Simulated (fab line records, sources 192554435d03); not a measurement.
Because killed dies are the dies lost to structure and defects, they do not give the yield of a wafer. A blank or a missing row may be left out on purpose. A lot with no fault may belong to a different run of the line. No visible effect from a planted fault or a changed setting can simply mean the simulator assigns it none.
Lot-split experiment ; flow n5 finfet ; 39 wafers read across 7 lots, on a route 1938 steps long

## ABOUT THE SPLIT
At N5_BEOL_M11_ETCH_41 (etches SiCN in CH3F/O2, target depth 42.6 nm, time 86 s), the setting time s was moved away from the recipe's 86 s on 12 of the 39 wafers read, by -43.9% to +57.6%. This setting was run at the recipe's value on the other wafers.

The reading comes from the split's own step.

## THE READING
etch.depth nm (the simulator's own value, which no gauge read), in nm, at N5_BEOL_M11_ETCH_41 (etches SiCN in CH3F/O2, target depth 42.6 nm, time 86 s). The file does not state a usual value for it. Here, 27 wafers ran the recipe; their average is 32.73 nm with a standard deviation of 0.47 nm.

wafer;tool, chamber at the split;time s as run, s;against the recipe;etch.depth nm, nm;against lot-mates on the recipe
L075.1;rie diel-05, 0;135.5;+57.6%;52.1;+19.54
L075.2;rie diel-05, 3;86;recipe;32.08;-
L075.3;rie diel-05, 2;135.5;+57.6%;51.95;+19.39
L075.4;rie diel-05, 1;135.5;+57.6%;51.28;+18.72
L075.5;rie diel-05, 1;86;recipe;32.41;-
L075.6;rie diel-05, 0;86;recipe;33.2;-
L078.1;rie diel-02, 1;48.25;-43.9%;18.51;-14.48
L078.2;rie diel-02, 2;86;recipe;33.1;-
L078.3;rie diel-02, 3;48.25;-43.9%;18.6;-14.39
L078.4;rie diel-02, 0;48.25;-43.9%;18.65;-14.34
L078.5;rie diel-02, 2;86;recipe;33.38;-
L078.6;rie diel-02, 1;86;recipe;32.5;-
L079.1;rie diel-02, 1;86;recipe;32.89;-
L079.2;rie diel-02, 0;86;recipe;33.02;-
L079.3;rie diel-02, 2;86;recipe;33.31;-
L079.4;rie diel-02, 3;86;recipe;33.36;-
L079.5;rie diel-02, 2;86;recipe;33.22;-
L079.6;rie diel-02, 3;86;recipe;33.03;-
L082.1;rie diel-06, 3;86;recipe;32.26;-
L082.2;rie diel-06, 1;86;recipe;32.54;-
L082.3;rie diel-06, 0;86;recipe;32.78;-
L082.4;rie diel-06, 1;86;recipe;32.38;-
L082.5;rie diel-06, 3;86;recipe;31.82;-
L082.6;rie diel-06, 0;86;recipe;32.84;-
L083.1;rie diel-06, 1;86;recipe;32.68;-
L083.2;rie diel-06, 3;86;recipe;32.03;-
L083.3;rie diel-06, 0;127.9;+48.7%;48.88;+16.39
L083.4;rie diel-06, 3;127.9;+48.7%;47.31;+14.82
L083.5;rie diel-06, 0;86;recipe;32.75;-
L083.6;rie diel-06, 1;127.9;+48.7%;48.48;+15.99
L091.1;rie diel-05, 1;86;recipe;32.32;-
L091.2;rie diel-05, 3;123.1;+43.1%;47.93;+14.91
L091.3;rie diel-05, 0;86;recipe;33.05;-
L091.4;rie diel-05, 2;123.1;+43.1%;47.04;+14.02
L091.5;rie diel-05, 0;123.1;+43.1%;46.93;+13.91
L091.6;rie diel-05, 3;86;recipe;33.7;-
L095.2;rie diel-06, 1;86;recipe;32.36;-
L095.3;rie diel-06, 0;86;recipe;32.2;-
L095.6;rie diel-06, 3;86;recipe;32.63;-

THE FIT
A straight line over all 39 wafers: etch.depth nm changes by +0.327 nm for each +1% of time s; r = +1.00; the points scatter about the line by 0.51 nm.
The same after taking each lot's own level away (the mean of its wafers on the recipe; 39 wafers): +0.329 nm for each +1%; r = +1.00; scatter 0.41 nm.
The reading moves by 19 nm for the largest change in time s, on that fit.
Across the lots, their own levels run from 32.397 to 33.138 nm, a range of 1.6 times the standard deviation given above.
Hence the lot-to-lot level has little effect on the slope; both slopes agree.
Check: with one of the wafers moved furthest among these (+57.6%) left out of the fit, the line predicts +18.9 nm for it against its lot-mates. Against them it came out at +19.5 nm.

## THE OTHER SPLITS THESE WAFERS WENT THROUGH
These wafers also went through other splits before the reading. Each is held against what the fit with the lots' levels taken away leaves over:
other split on the same wafers;wafers away from the commonest value;r with etch.depth nm (lot level and that fit taken away)
N5_BEOL_M6_HM_DEP_02 target thk a;18;-0.04
N5_BEOL_M8_ETCH_66 target depth a;15;+0.20

## FILE'S OWN FIT
etch.depth nm changes by +0.329 nm for each +1% of time s, r = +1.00.
